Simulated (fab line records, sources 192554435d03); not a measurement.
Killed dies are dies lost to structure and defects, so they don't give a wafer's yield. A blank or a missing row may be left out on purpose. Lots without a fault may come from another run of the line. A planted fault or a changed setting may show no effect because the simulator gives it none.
fab line records | flow n5_finfet | part 1 of 2: steps 1 to 23 of 28
record lots=5 wafers=15 last_day=18
route steps=1938 shown BEOL_M10@1529 BEOL_M11@1536
lots that met no fault: from a run of the same line without faults
start_h: hours from the record's first day to the start of the lot's first wafer shown | wait_h: hours since the lot's step before | " the same as in the row above | L1.1+2: a row that stands for several wafers | - no value, or no start given | * or withheld: withheld | < > ~ a bound
route shown NAME@n: a module of which the file shows steps, and the number in the route of the first | usual: mean/standard deviation of fault-free wafers | same: alike in all rows | chamber/n: place in a boat | sites: the reading at each site | _std_site: their standard deviation | _edge_site: outer sites' mean less inner sites' | radius_mm: how far each site lies from the wafer's centre | mask NAME#n: copy n | behind: the tool/chamber that last shaped the wafer | hold: why the lot was held/for how many hours/how that ended | device: the transistor (n, p or np) that didn't switch | end of line: the same wafers' tests at the end of the route | a step without rows: its recipe alone | killed: dies lost to structure and defects at the first sort, not the wafer's yield | map: a wafer's dies, x killed, . not, _ none there
set.NAME: the setting as run; set.NAME@STEP: as run at that earlier step | model.NAME: the simulator's own value behind a step, which no gauge read
lots at some steps of the route; a table a step, a row a wafer
services: from which hour (start_h, from the record's first day; less than 0 if before it) a tool's chamber was out of use, for how many hours, and why
## steps
# step N5_BEOL_M10_ANNEAL_51
# recipe temp_c=225 time_s=90 ambient=N2
# usual wafer_temp_C_max=225.85/0.23
# columns lot.wafer tool chamber start_h wait_h wafer_temp_C_max
L081.1 rtp_anneal-02 0 274.57 0.1 225.86
L081.3 " 0 " " 226.00
L081.5 " 0 " " 225.72
L082.3 rtp_anneal-01 0 304.28 0.1 225.84
L082.4 " 0 " " 225.91
L082.5 " 0 " " 225.85
L086.2 rtp_anneal-02 0 319.49 0.1 226.19
L086.4 " 0 " " 225.68
L086.6 " 0 " " 225.65
L094.2 rtp_anneal-02 0 353.15 0.3 226.09
L094.3 " 0 " " 226.00
L094.5 " 0 " " 226.37
L092.1 rtp_anneal-01 0 370.10 0.3 225.83
L092.2 " 0 " " 225.76
L092.4 " 0 " " 226.23
# step N5_BEOL_M10_CMP_52
# recipe stop_on=SiCOH_lowk t_overpolish_s=7 down_force_psi=1 platen_rpm=50 clearing_platen_down_force_psi=1.5 clearing_platen_rpm=50 post_cmp_clean=cu_alkaline target_thk_nm=140 clearing_platen_pad_velocity_m_s=0.99484 pad_velocity_m_s=0.99484
# usual barrier_field_endpoint_s=28.8/0.79 motor_current_A=5.8/0.74 overpolish_run_s=7.000/0.0091 time_to_endpoint_s=66/3.1
# columns lot.wafer tool chamber start_h wait_h barrier_field_endpoint_s motor_current_A overpolish_run_s time_to_endpoint_s
L081.3 cmp-04 3 274.91 0.2 28.5 5.7 6.999 67
L081.1 " 0 " " 28.7 4.6 7.002 68
L081.5 " 2 " " 28.8 5.1 7.003 65
L082.3 cmp-04 1 304.57 0.2 29.2 6.4 7.011 70
L082.4 " 2 " " 29.3 5.4 6.990 69
L082.5 " 3 " " 29.3 5.8 6.998 71
L086.2 cmp-04 1 319.82 0.3 28.3 6.6 6.992 65
L086.4 " 2 " " 29.1 5.3 6.988 66
L086.6 " 0 " " 29.4 4.5 7.013 65
L094.3 cmp-03 0 353.40 0.2 29.2 5.1 6.993 68
L094.2 " 3 " " 28.8 6.2 7.014 67
L094.5 " 0 " " 29.3 5.0 7.020 67
L092.4 cmp-01 1 370.46 0.2 28.8 5.7 6.996 68
L092.1 " 2 " " 28.6 6.4 7.001 69
L092.2 " 0 " " 27.2 7.5 7.003 62
# step N5_BEOL_M10_THK_MEAS_53
# recipe thk_meas_gauge=xrf reads=Cu_of_BEOL_M10_ECD_50
# usual M10_THK=141/3.3
# columns lot.wafer tool chamber start_h wait_h M10_THK[nm]
L081.1 film_metro-02 - 275.16 - 137
L081.3 " - " " 141
L081.5 " - " " 141
L082.3 film_metro-02 - 304.79 - 137
L082.4 " - " " 137
L082.5 " - " " 140
L086.2 film_metro-02 - 320.04 - 140
L086.4 " - " " 142
L086.6 " - " " 139
L094.2 film_metro-02 - 353.69 - 144
L094.3 " - " " 138
L094.5 " - " " 133
L092.1 film_metro-01 - 370.76 - 141
L092.2 " - " " 146
L092.4 " - " " 148
# step N5_BEOL_M10_PRE_CLEAN_55
# recipe gas=NH3 time_s=15 temp_c=withheld rf_power_w=300
# columns lot.wafer tool chamber start_h wait_h since_wet_clean_h
L081.1 pecvd-01 1 275.20 0.0 1523
L081.3 " 2 " " 41
L081.5 " 0 " " -
L082.3 pecvd-02 1 304.82 0.0 2096
L082.4 " 1 " " -
L082.5 " 2 " " -
L086.2 pecvd-03 2 320.08 0.0 270
L086.4 " 1 " " -
L086.6 " 2 " " -
L094.2 pecvd-03 1 353.73 0.0 1783
L094.3 " 0 " " 1058
L094.5 " 0 " " -
L092.1 pecvd-01 1 370.80 0.0 1618
L092.2 " 2 " " 137
L092.4 " 0 " " -
# step N5_BEOL_M10_DEP_56
# recipe material=SiCN target_thk_a=150 temp_c=withheld precursor=3MS/NH3 pressure_torr=3 rf_w=202 time_s=26.5
# usual showerhead_plenum_p_Torr=3.666/0.015 throttle_valve_pct=8.9/0.36
# columns lot.wafer tool chamber start_h wait_h showerhead_plenum_p_Torr since_wet_clean_h throttle_valve_pct
L081.1 pecvd-01 1 275.22 0.0 3.642 1523 8.9
L081.3 " 2 " " 3.674 41 8.5
L081.5 " 0 " " 3.678 - 9.0
L082.3 pecvd-02 1 304.85 0.0 3.673 2096 9.2
L082.4 " 1 " " 3.674 - 9.3
L082.5 " 2 " " 3.654 - 9.0
L086.2 pecvd-03 2 320.10 0.0 3.634 270 8.8
L086.4 " 1 " " 3.661 - 9.8
L086.6 " 2 " " 3.643 - 9.1
L094.2 pecvd-03 1 353.76 0.0 3.674 1783 9.5
L094.3 " 0 " " 3.695 1058 8.9
L094.5 " 0 " " 3.684 - 8.8
L092.1 pecvd-01 1 370.82 0.0 3.655 1618 8.7
L092.2 " 2 " " 3.674 137 8.3
L092.4 " 0 " " 3.685 - 9.1
# step N5_BEOL_M10_RS_MEAS_57
# recipe thk_meas_gauge=four-point-probe reads=Cu_of_BEOL_M10_ECD_50+Co_of_BEOL_M10_CVD_75+TaN_of_BEOL_M10_ALD_74
# usual M10_RS=0.152/0.0036
# columns lot.wafer tool chamber start_h wait_h M10_RS[ohm/sq]
L081.1 film_metro-01 - 275.30 0.1 0.156
L081.3 " - " " 0.151
L081.5 " - " " 0.152
L082.3 film_metro-01 - 304.92 0.1 0.155
L082.4 " - " " 0.155
L082.5 " - " " 0.151
L086.2 film_metro-02 - 320.17 0.1 0.152
L086.4 " - " " 0.149
L086.6 " - " " 0.153
L094.2 film_metro-02 - 353.83 0.1 0.147
L094.3 " - " " 0.153
L094.5 " - " " 0.159
L092.1 film_metro-01 - 370.89 0.1 0.153
L092.2 " - " " 0.148
L092.4 " - " " 0.145
# step N5_BEOL_M10_INSPECT_58
# recipe inspect_instrument=darkfield mode=post_dep
# usual raw_defect_count=71/22
# columns lot.wafer tool chamber start_h wait_h raw_defect_count
L081.1 defect_inspect-01 - 275.32 0.0 68
L081.3 " - " " 116
L081.5 " - " " 57
L082.3 defect_inspect-02 - 304.95 0.0 53
L082.4 " - " " 51
L082.5 " - " " 46
L086.2 defect_inspect-01 - 320.20 0.0 81
L086.4 " - " " 88
L086.6 " - " " 143
L094.2 defect_inspect-01 - 353.86 0.0 40
L094.3 " - " " 43
L094.5 " - " " 62
L092.1 defect_inspect-01 - 370.92 0.0 64
L092.2 " - " " 43
L092.4 " - " " 107
# step N5_BEOL_M11_ILD_DEP_00
# recipe material=SiCOH_lowk target_thk_a=3085.1 temp_c=300 precursor=DEMS/porogen pressure_torr=5 rf_w=500 time_s=58
# usual heater_power_w=300/63 showerhead_plenum_p_Torr=5.744/0.017 throttle_valve_pct=13.7/0.52
# columns lot.wafer tool chamber start_h wait_h heater_power_w showerhead_plenum_p_Torr since_wet_clean_h throttle_valve_pct
L081.1 pecvd-03 2 275.36 0.0 305 5.711 225 13.3
L081.3 " 1 " " 336 5.746 1704 14.5
L081.5 " 0 " " 382 5.757 - 13.8
L082.3 pecvd-03 2 304.99 0.0 329 5.713 255 13.3
L082.4 " 2 " " 321 5.696 - 13.5
L082.5 " 1 " " 349 5.764 - 14.6
L086.2 pecvd-03 0 320.24 0.0 313 5.766 1024 13.6
L086.4 " 0 " " 327 5.781 - 13.7
L086.6 " 1 " " 381 5.734 - 14.7
L094.2 pecvd-04 2 353.89 0.0 331 5.746 485 13.3
L094.3 " 1 " " 261 5.738 1964 12.9
L094.5 " 1 " " 262 5.747 - 13.2
L092.1 pecvd-04 0 370.96 0.0 223 5.751 1256 14.1
L092.2 " 2 " " 277 5.728 502 13.6
L092.4 " 0 " " 219 5.771 - 14.1
# step N5_BEOL_M11_CURE_71
# recipe temp_c=385 time_s=240 ambient=He/Ar material=SiCOH_lowk
# usual lamp_power_pct=52.32/0.058 wafer_temp_C_max=386.9/0.69
# columns lot.wafer tool chamber start_h wait_h lamp_power_pct wafer_temp_C_max
L081.1 uv_cure-02 0 275.44 0.0 52.39 386.4
L081.3 " 0 " " 52.41 386.6
L081.5 " 0 " " 52.43 386.8
L082.3 uv_cure-01 0 305.22 0.2 52.37 386.9
L082.4 " 0 " " 52.35 387.7
L082.5 " 0 " " 52.29 386.5
L086.2 uv_cure-02 1 320.39 0.1 52.25 387.3
L086.4 " 1 " " 52.15 387.1
L086.6 " 1 " " 52.28 387.2
L094.2 uv_cure-03 1 354.05 0.1 52.34 386.2
L094.3 " 1 " " 52.32 386.2
L094.5 " 1 " " 52.25 386.0
L092.1 uv_cure-01 0 371.03 0.0 52.28 387.1
L092.2 " 0 " " 52.33 387.0
L092.4 " 0 " " 52.41 386.9
# step N5_BEOL_M11_THK_MEAS_01
# recipe reads=SiCOH_lowk_of_BEOL_M11_ILD_DEP_00
# usual M11_ILD_THK=270/3.4
# columns lot.wafer tool chamber start_h wait_h M11_ILD_THK[nm]
L081.1 film_metro-01 - 275.95 0.4 269
L081.3 " - " " 267
L081.5 " - " " 272
L082.3 film_metro-02 - 305.58 0.3 264
L082.4 " - " " 271
L082.5 " - " " 268
L086.2 film_metro-01 - 320.83 0.4 267
L086.4 " - " " 271
L086.6 " - " " 270
L094.2 film_metro-02 - 354.48 0.4 270
L094.3 " - " " 270
L094.5 " - " " 273
L092.1 film_metro-01 - 371.55 0.4 275
L092.2 " - " " 271
L092.4 " - " " 278
# step N5_BEOL_M11_PECVD_70
# recipe material=SiO2 target_thk_a=200 temp_c=400 precursor=TEOS/O2 pressure_torr=5.5 rf_w=450 teos_flow_sccm=53.8 gas=O2 flow_sccm=3000 time_s=22.7
# usual heater_power_w=712/120 showerhead_plenum_p_Torr=8.79/0.068 throttle_valve_pct=22.1/0.81
# columns lot.wafer tool chamber start_h wait_h heater_power_w showerhead_plenum_p_Torr since_wet_clean_h throttle_valve_pct
L081.1 pecvd-03 1 275.99 0.0 690 8.83 1705 23.6
L081.3 " 2 " " 774 8.68 226 21.7
L081.5 " 2 " " 792 8.69 - 21.3
L082.3 pecvd-02 1 305.61 0.0 951 8.84 2097 22.7
L082.4 " 2 " " 747 8.73 - 22.3
L082.5 " 1 " " 956 8.80 - 22.9
L086.2 pecvd-02 1 320.86 0.0 1012 8.83 2112 22.3
L086.4 " 1 " " 984 8.84 - 22.9
L086.6 " 2 " " 806 8.72 - 22.5
L094.2 pecvd-03 1 354.52 0.0 734 8.80 1783 23.3
L094.3 " 0 " " 850 8.92 1058 22.1
L094.5 " 2 " " 673 8.66 - 21.7
L092.1 pecvd-04 0 371.58 0.0 551 8.88 1257 22.8
L092.2 " 2 " " 615 8.76 503 22.0
L092.4 " 2 " " 626 8.78 - 22.1
# step N5_BEOL_M11_HM_DEP_02
# recipe material=TiN target_thk_a=200 temp_c=25 chamber_pressure_pa=0.49996
# usual throttle_valve_pct=30.2/1
# columns lot.wafer tool chamber start_h wait_h throttle_valve_pct
L081.1 pvd_sputter-01 - 278.73 2.7 29.7
L081.3 " - " " 30.3
L081.5 " - " " 29.7
L082.3 pvd_sputter-01 - 307.45 1.8 31.8
L082.4 " - " " 29.9
L082.5 " - " " 31.7
L086.2 pvd_sputter-01 - 322.48 1.6 30.2
L086.4 " - " " 30.1
L086.6 " - " " 30.2
L094.2 pvd_sputter-03 - 355.92 1.4 29.9
L094.3 " - " " 30.2
L094.5 " - " " 30.7
L092.1 pvd_sputter-03 - 373.14 1.5 30.0
L092.2 " - " " 30.3
L092.4 " - " " 31.1
# step N5_BEOL_M11_COAT_59
# recipe resist=SOC temp_c=250 time_s=60 spin_rpm=1500 resist_thk_nm=100
# usual resist_line_temp_C=23.00/0.11
# columns lot.wafer tool chamber start_h wait_h resist_line_temp_C
L081.1 litho_track-01 0 278.86 0.1 22.99
L081.3 " 0 " " 23.08
L081.5 " 0 " " 22.98
L082.3 litho_track-01 0 307.58 0.1 22.96
L082.4 " 0 " " 22.94
L082.5 " 0 " " 23.01
L086.2 litho_track-03 0 322.61 0.1 23.06
L086.4 " 0 " " 23.01
L086.6 " 0 " " 22.96
L094.2 litho_track-01 0 356.04 0.1 22.95
L094.3 " 0 " " 23.08
L094.5 " 0 " " 23.01
L092.1 litho_track-01 0 373.27 0.1 23.02
L092.2 " 0 " " 22.94
L092.4 " 0 " " 22.94
# step N5_BEOL_M11_COAT_60
# recipe resist=SiARC temp_c=220 time_s=60 spin_rpm=1500 resist_thk_nm=30
# usual resist_line_temp_C=22.97/0.091
# columns lot.wafer tool chamber start_h wait_h resist_line_temp_C
L081.1 litho_track-01 0 - - 23.00
L081.3 " 0 " " 22.92
L081.5 " 0 " " 22.98
L082.3 litho_track-01 0 - - 23.06
L082.4 " 0 " " 22.85
L082.5 " 0 " " 23.01
L086.2 litho_track-03 0 - - 22.91
L086.4 " 0 " " 22.92
L086.6 " 0 " " 22.89
L094.2 litho_track-01 0 - - 22.78
L094.3 " 0 " " 22.79
L094.5 " 0 " " 22.68
L092.1 litho_track-01 0 - - 23.10
L092.2 " 0 " " 23.10
L092.4 " 0 " " 23.05
# step N5_BEOL_M11_COAT_05
# recipe resist=CAR-ArF spin_rpm=1500 resist_thk_nm=90
# usual resist_line_temp_C=23.01/0.1
# columns lot.wafer tool chamber start_h wait_h resist_line_temp_C
L081.1 litho_track-01 0 - - 23.00
L081.3 " 0 " " 23.01
L081.5 " 0 " " 22.98
L082.3 litho_track-01 0 - - 23.11
L082.4 " 0 " " 23.16
L082.5 " 0 " " 23.13
L086.2 litho_track-03 0 - - 22.94
L086.4 " 0 " " 23.11
L086.6 " 0 " " 22.88
L094.2 litho_track-01 0 - - 22.97
L094.3 " 0 " " 23.11
L094.5 " 0 " " 23.09
L092.1 litho_track-01 0 - - 23.16
L092.2 " 0 " " 23.24
L092.4 " 0 " " 23.15
# step N5_BEOL_M11_EBR_07
# recipe solvent=PGMEA ebr_width_mm=1.5
# usual resist_line_temp_C=23.01/0.11
# columns lot.wafer tool chamber start_h wait_h resist_line_temp_C
L081.1 litho_track-01 0 - - 23.17
L081.3 " 0 " " 23.05
L081.5 " 0 " " 23.11
L082.3 litho_track-01 0 - - 22.89
L082.4 " 0 " " 22.88
L082.5 " 0 " " 22.87
L086.2 litho_track-03 0 - - 22.97
L086.4 " 0 " " 22.84
L086.6 " 0 " " 22.95
L094.2 litho_track-01 0 - - 23.03
L094.3 " 0 " " 22.89
L094.5 " 0 " " 23.00
L092.1 litho_track-01 0 - - 23.07
L092.2 " 0 " " 23.04
L092.4 " 0 " " 23.15
# step N5_BEOL_M11_SOFTBAKE_06
# recipe temp_c=110 time_s=60 resist=CAR-ArF
# usual resist_line_temp_C=23.01/0.11
# columns lot.wafer tool chamber start_h wait_h resist_line_temp_C
L081.1 litho_track-01 0 - - 22.96
L081.3 " 0 " " 23.08
L081.5 " 0 " " 23.05
L082.3 litho_track-01 0 - - 22.98
L082.4 " 0 " " 22.99
L082.5 " 0 " " 22.78
L086.2 litho_track-03 0 - - 23.18
L086.4 " 0 " " 23.18
L086.6 " 0 " " 23.16
L094.2 litho_track-01 0 - - 23.12
L094.3 " 0 " " 23.06
L094.5 " 0 " " 22.94
L092.1 litho_track-01 0 - - 22.95
L092.2 " 0 " " 22.83
L092.4 " 0 " " 22.87
# step N5_BEOL_M11_EXPOSE_08
# recipe mask_id=M11 na=1.35 source_shape=dipole sigma_inner=0.411 sigma_outer=0.611 polarization=te dose_mj=53.75
# usual exposure_dose_mJ_cm2=53.72/0.051
# same sigma_outer=0.611
# columns lot.wafer tool chamber start_h wait_h mask exposure_dose_mJ_cm2
L081.1 arfi_scanner-01 0 279.10 - M11#0 53.70
L081.3 " 0 " " M11#0 53.70
L081.5 " 0 " " M11#0 53.64
L082.3 arfi_scanner-02 0 307.84 - M11#0 53.72
L082.4 " 0 " " M11#0 53.78
L082.5 " 0 " " M11#0 53.77
L086.2 arfi_scanner-03 0 322.85 - M11#0 53.70
L086.4 " 0 " " M11#0 53.67
L086.6 " 0 " " M11#0 53.77
L094.2 arfi_scanner-02 0 356.29 - M11#0 53.63
L094.3 " 0 " " M11#0 53.71
L094.5 " 0 " " M11#0 53.62
L092.1 arfi_scanner-03 0 373.51 - M11#0 53.82
L092.2 " 0 " " M11#0 53.75
L092.4 " 0 " " M11#0 53.75
# step N5_BEOL_M11_PEB_09
# recipe peb_temp_c=withheld peb_time_s=60 resist=CAR-ArF
# usual resist_line_temp_C=22.99/0.1
# columns lot.wafer tool chamber start_h wait_h resist_line_temp_C
L081.1 litho_track-02 0 279.16 0.1 22.92
L081.3 " 0 " " 23.06
L081.5 " 0 " " 22.92
L082.3 litho_track-03 0 307.89 0.0 23.08
L082.4 " 0 " " 23.10
L082.5 " 0 " " 22.90
L086.2 litho_track-01 0 322.91 0.0 23.03
L086.4 " 0 " " 23.01
L086.6 " 0 " " 22.97
L094.2 litho_track-03 0 356.35 0.0 22.89
L094.3 " 0 " " 23.07
L094.5 " 0 " " 22.77
L092.1 litho_track-02 0 373.57 0.1 23.11
L092.2 " 0 " " 22.92
L092.4 " 0 " " 22.91
# step N5_BEOL_M11_DEVELOP_10
# recipe develop_time_s=30 developer=TMAH resist=CAR-ArF rinse_liquid=diw dry=air_spin dev_temp_c=23
# usual resist_line_temp_C=22.99/0.1
# columns lot.wafer tool chamber start_h wait_h resist_line_temp_C
L081.1 litho_track-02 0 - - 22.91
L081.3 " 0 " " 23.04
L081.5 " 0 " " 23.10
L082.3 litho_track-03 0 - - 23.07
L082.4 " 0 " " 22.98
L082.5 " 0 " " 22.97
L086.2 litho_track-01 0 - - 23.00
L086.4 " 0 " " 23.02
L086.6 " 0 " " 23.01
L094.2 litho_track-03 0 - - 22.81
L094.3 " 0 " " 22.78
L094.5 " 0 " " 23.06
L092.1 litho_track-02 0 - - 22.94
L092.2 " 0 " " 23.04
L092.4 " 0 " " 23.01
# step N5_BEOL_M11_CD_MEAS_11
# recipe target_cd_nm=64.1 landing_energy_ev=500 detector=se_inlens polarity=opening
# usual cd_nm=64.3/0.54
# columns lot.wafer tool chamber start_h wait_h cd_nm
L081.1 cd_sem-01 0 279.23 - 64.6
L081.3 " 0 " " 64.1
L081.5 " 0 " " 64.2
L082.3 cd_sem-01 0 307.95 - 64.6
L082.4 " 0 " " 64.3
L082.5 " 0 " " 64.8
L086.2 cd_sem-03 0 322.98 - 64.4
L086.4 " 0 " " 64.2
L086.6 " 0 " " 64.5
L094.2 cd_sem-01 0 356.42 - 63.5
L094.3 " 0 " " 64.1
L094.5 " 0 " " 62.9
L092.1 cd_sem-03 0 373.64 - 64.9
L092.2 " 0 " " 63.8
L092.4 " 0 " " 64.4
# step N5_BEOL_M11_OVL_MEAS_12
# recipe points_per_wafer=44
# usual M11_OVL=0.3/0.71
# columns lot.wafer tool chamber start_h wait_h M11_OVL[nm]
L081.1 overlay-02 0 279.26 0.0 0.1
L081.3 " 0 " " 0.5
L081.5 " 0 " " 1.4
L082.3 overlay-01 0 307.98 0.0 -0.2
L082.4 " 0 " " 0.1
L082.5 " 0 " " 0.3
L086.2 overlay-01 0 323.01 0.0 -0.3
L086.4 " 0 " " -0.4
L086.6 " 0 " " 0.5
L094.2 overlay-01 0 356.44 0.0 0.4
L094.3 " 0 " " -0.5
L094.5 " 0 " " -0.1
L092.1 overlay-01 0 373.67 0.0 -0.3
L092.2 " 0 " " 0.9
L092.4 " 0 " " 0.2
# step N5_BEOL_M11_INSPECT_13
# recipe mode=adi inspect_instrument=brightfield
# usual raw_defect_count=422/92
# columns lot.wafer tool chamber start_h wait_h raw_defect_count
L081.1 defect_inspect-02 - 279.28 0.0 408
L081.3 " - " " 355
L081.5 " - " " 454
L082.3 defect_inspect-01 - 308.01 0.0 401
L082.4 " - " " 426
L082.5 " - " " 365
L086.2 defect_inspect-01 - 323.03 0.0 523
L086.4 " - " " 444
L086.6 " - " " 585
L094.2 defect_inspect-01 - 356.47 0.0 390
L094.3 " - " " 344
L094.5 " - " " 352
L092.1 defect_inspect-01 - 373.69 0.0 403
L092.2 " - " " 398
L092.4 " - " " 479
